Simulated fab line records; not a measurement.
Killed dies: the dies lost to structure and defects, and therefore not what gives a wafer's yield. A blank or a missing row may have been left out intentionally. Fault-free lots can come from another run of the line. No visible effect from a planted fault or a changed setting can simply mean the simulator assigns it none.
Struck lot and sound lot, side by side || flow n5-finfet || 28 steps out of a route of 1938
Sound: these wafers, L491.1, L491.2, L491.6. Struck: wafer L486.6. (L486.1, L486.4 of the same lot were not struck and are left out.) The cause comes at the end.
At each step with rows: each side's tool, then ch and its chambers, then its first start. Under that, the readings that differ: sound wafers || struck wafers || difference of the means || sigmas: that difference in standard deviations of wafers without a fault.
alike: readings whose means differ by less than 2 such deviations, and words and numbers that are the same on both sides. not compared: withheld readings, readings that some wafer has no value for, bounds like >300 that may hide the same value, and numbers for which the record gives no deviation and whose values overlap.
The two part at a step that has a row with sigmas, a row that says differs or no value, or rows on one side only. Non-overlapping numbers with no deviation appear without sigmas and do not part them. Lack of a reading on every wafer of one side parts them only where that side has two or more wafers.

first, 11 steps without rows for these wafers: N5_BEOL_M6_CURE_75 (cures SiCOH lowk, time 120 s); N5_BEOL_M6_DEGAS_44 (time 60 s); N5_BEOL_M6_PRE_CLEAN_45 (time 30 s); N5_BEOL_M6_ALD_77 (deposits TaN, target thk 2 nm, pulse time 2 s, purge time 3 s); N5_BEOL_M6_SURFACE_TREAT_79; N5_BEOL_M6_CVD_78 (deposits Co from CCTBA/H2, target thk 2 nm, time 142.3 s); N5_BEOL_M6_SPUTTER_48 (material Cu, target thk 10 nm, time 1.667 s); N5_BEOL_M6_ECD_50 (material Cu, target thk 300 nm); N5_BEOL_M6_ANNEAL_51 (time 90 s); N5_BEOL_M6_CMP_52 (polishes, stops on SiCOH lowk, t overpolish 6.9 s, target thk 80 nm); N5_BEOL_M6_PRE_CLEAN_55 (time 15 s).
N5_BEOL_M6_DEP_56: deposits SiCN from 3MS/NH3, target thk 10 nm, time 17.5 s.
  sound on pecvd-03 ch 0,2, day 15 19:19; struck on pecvd-03 ch 2, day 10 06:21
  alike: showerhead-plenum-p-Torr, throttle-valve-pct
N5_BEOL_M6_INSPECT_58: inspects for defects (darkfield).
  sound: defect-inspect-02 at day 15 19:25; struck: defect-inspect-01 at day 10 06:27
{"reading": "raw-defect-count", "sound": "62 93 80", "struck": 1549, "difference": "+1471", "sigmas": "+67"}
then, 12 steps without rows for these wafers: N5_BEOL_M7_ILD_DEP_00 (deposits SiCOH lowk from DEMS/porogen, target thk 179.75 nm, time 33.4 s); N5_BEOL_M7_CURE_74 (cures SiCOH lowk, time 240 s); N5_BEOL_M7_PECVD_70 (deposits SiO2 from TEOS/O2, target thk 20 nm, time 22.7 s); N5_BEOL_M7_HM_DEP_02 (deposits TiN, target thk 20 nm); N5_BEOL_M7_COAT_59 (time 60 s, resist thk 100 nm); N5_BEOL_M7_COAT_60 (time 60 s, resist thk 35 nm); N5_BEOL_M7_COAT_05 (resist thk 90 nm); N5_BEOL_M7_EBR_07; N5_BEOL_M7_SOFTBAKE_06 (time 60 s); N5_BEOL_M7_EXPOSE_08 (exposes mask M7); N5_BEOL_M7_PEB_09 (peb time 60 s); N5_BEOL_M7_DEVELOP_10 (develop time 30 s).
N5_BEOL_M7_INSPECT_13: inspects for defects (brightfield).
  sound: defect-inspect-02 at day 15 21:34; struck: defect-inspect-01 at day 10 07:35
{"reading": "raw-defect-count", "sound": "337 459 307", "struck": 1946, "difference": "+1578", "sigmas": "+18"}
then, 1 step without rows for these wafers: N5_BEOL_M7_DESCUM_16 (chemistry O2, time 7.9 s).
-- here the record skips 3 days between the struck wafers' starts before and after, leaving off in module BEOL_M7 and picking up in module PASSIVATION (first step shown: number 1936 of the route) --
N5_PASSIVATION_PROBE_49:
  sound: prober-02 at day 19 10:06; struck: prober-02 at day 13 02:44
{"reading": "defect-limited-yield (%)", "sound": "89.2 91.5 88.5", "struck": 84.2, "difference": -5.5, "sigmas": -4}
{"reading": "killed_at_M4_up", "sound": "15 15 29", "struck": 116, "difference": "+96", "sigmas": "+20"}
{"reading": "killed-at-contacts", "sound": "22 19 28", "struck": 6, "difference": -17, "sigmas": -2}
{"reading": "killed-dies", "sound": "127 100 136", "struck": 187, "difference": "+66", "sigmas": "+4"}
{"reading": "killed-on-rim", "sound": "13 16 25", "struck": 30, "difference": "+12", "sigmas": "+3"}
{"reading": "sort_bin_5_function (%)", "sound": "6.3 4.2 7.5", "struck": 8.6, "difference": "+2.6", "sigmas": "+3"}
{"reading": "sort_bin_8_speed (%)", "sound": "0 0 0", "struck": 0.08, "difference": "+0.08", "sigmas": "+2"}
{"reading": "sort-n-pass", "sound": "1053 1080 1044", "struck": 993, "difference": -66, "sigmas": -4}
{"reading": "sort-yield-pct (%)", "sound": "89.2 91.5 88.5", "struck": 84.2, "difference": -5.5, "sigmas": -4}
  alike: killed_at_M0_to_M3, killed-at-front-end, killed-at-other, killed-open, killed-short, sort_bin_6_memory

WHERE THEY PART
At N5_BEOL_M6_INSPECT_58 first; at N5_PASSIVATION_PROBE_49 last (within this record only).

WHY: what had been put in by the simulator
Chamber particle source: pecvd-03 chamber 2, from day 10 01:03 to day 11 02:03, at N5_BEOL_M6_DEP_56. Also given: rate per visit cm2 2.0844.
